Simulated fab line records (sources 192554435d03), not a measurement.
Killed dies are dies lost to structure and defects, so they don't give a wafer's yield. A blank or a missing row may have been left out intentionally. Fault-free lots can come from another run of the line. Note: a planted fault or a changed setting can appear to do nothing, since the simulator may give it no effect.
Matching of chambers -- flow n5_finfet -- N5_BEOL_M11_DESCUM_16 on rie_diel-06 has 4 sister chambers
The step chemistry O2, time 7.9 s. 8 wafers are shown with their chamber, then 11 later ones without.

## WAFERS WITH THEIR CHAMBER
wafer,chamber,drypump_motor_current_A (A),showerhead_plenum_p_Torr (Torr)
L074.2,0,5.80,2.05
L085.1,3,5.90,2.21
L085.5,2,5.42,2.16
L085.6,1,5.32,2.06
L089.1,0,5.80,2.04
L089.3,1,5.31,2.06
L089.4,3,5.87,2.21
L090.3,2,5.39,2.16

## WAFERS WITH NO CHAMBER GIVEN
wafer,drypump_motor_current_A (A),showerhead_plenum_p_Torr (Torr)
L090.5,5.87,2.21
L090.6,5.81,2.04
L091.1,5.77,2.04
L091.4,5.91,2.20
L091.5,5.41,2.16
L097.1,5.32,2.06
L097.2,5.42,2.15
L097.3,5.79,2.04
L095.3,5.29,2.06
L095.5,5.91,2.20
L095.6,5.79,2.04

## CHAMBER TAKEN BY EACH
wafer,from the rows above,in truth
L090.5,3,3
L090.6,0,0
L091.1,0,0
L091.4,3,3
L091.5,2,2
L097.1,1,1
L097.2,2,2
L097.3,0,0
L095.3,1,1
L095.5,3,3
L095.6,0,0
Correctly placed: 11 of 11. Left unplaced by these rows: 0. Wrongly placed: 0.
How it was worked out, from the rows above alone: a wafer's distance from a chamber is the root of the sum, over the readings, of the square of ((its reading less the chamber's mean) divided by the reading's scatter). The wafer belongs to the nearest chamber; if the next one is less than 2 further off, it can't be placed. A chamber's mean is the mean of its shown wafers. The scatter: take each reading less its chamber's mean, square it, sum over the shown wafers, divide by the number of wafers less the number of chambers, and take the root.
